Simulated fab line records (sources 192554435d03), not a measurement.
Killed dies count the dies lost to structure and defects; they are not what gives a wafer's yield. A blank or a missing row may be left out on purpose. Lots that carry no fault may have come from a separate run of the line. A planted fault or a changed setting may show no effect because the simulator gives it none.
Chamber matching || flow n5 finfet || N5_BEOL_M7_ALD_77 on ald metal-04: 4 sister chambers
The step deposits TaN, target thk 2 nm, pulse time 2 s, purge time 3 s. 8 wafers are shown with their chamber, then 10 later ones without.

## WAFERS, EACH WITH ITS CHAMBER
{"wafer": "L081.1", "chamber": 2, "heater power w (W)": 407}
{"wafer": "L081.4", "chamber": 1, "heater power w (W)": 423}
{"wafer": "L085.3", "chamber": 1, "heater power w (W)": 427}
{"wafer": "L087.1", "chamber": 3, "heater power w (W)": 485}
{"wafer": "L087.2", "chamber": 0, "heater power w (W)": 512}
{"wafer": "L087.5", "chamber": 3, "heater power w (W)": 472}
{"wafer": "L086.1", "chamber": 0, "heater power w (W)": 521}
{"wafer": "L086.5", "chamber": 2, "heater power w (W)": 408}

## WAFERS WITHOUT THEIR CHAMBER
{"wafer": "L086.6", "heater power w (W)": 479}
{"wafer": "L089.2", "heater power w (W)": 407}
{"wafer": "L089.3", "heater power w (W)": 491}
{"wafer": "L089.6", "heater power w (W)": 530}
{"wafer": "L088.1", "heater power w (W)": 419}
{"wafer": "L088.3", "heater power w (W)": 516}
{"wafer": "L088.6", "heater power w (W)": 417}
{"wafer": "L095.2", "heater power w (W)": 476}
{"wafer": "L095.5", "heater power w (W)": 417}
{"wafer": "L095.6", "heater power w (W)": 410}

## THE CHAMBER EACH PASSED THROUGH
{"wafer": "L086.6", "from the rows above": 3, "in truth": 3}
{"wafer": "L089.2", "from the rows above": 2, "in truth": 2}
{"wafer": "L089.3", "from the rows above": 3, "in truth": 3}
{"wafer": "L089.6", "from the rows above": 0, "in truth": 0}
{"wafer": "L088.1", "from the rows above": "can't be placed: 1 or 2", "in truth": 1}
{"wafer": "L088.3", "from the rows above": 0, "in truth": 0}
{"wafer": "L088.6", "from the rows above": "can't be placed: 1 or 2", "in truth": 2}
{"wafer": "L095.2", "from the rows above": 3, "in truth": 3}
{"wafer": "L095.5", "from the rows above": "can't be placed: 1 or 2", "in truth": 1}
{"wafer": "L095.6", "from the rows above": 2, "in truth": 2}
7 of 10 placed correctly. Cannot be placed on the basis of these rows: 3; the candidates contain the true chamber in 3. Placed wrongly: 0.
How it was worked out, from the rows above alone: a wafer's distance from a chamber is the root of the sum, over the readings, of the square of ((its reading less the chamber's mean) divided by the reading's scatter). The wafer belongs to the nearest chamber; if the next one is less than 2 further off, it can't be placed. Each chamber's mean is taken over the wafers shown for it. The scatter: take each reading less its chamber's mean, square it, sum over the shown wafers, divide by the number of wafers less the number of chambers, and take the root.
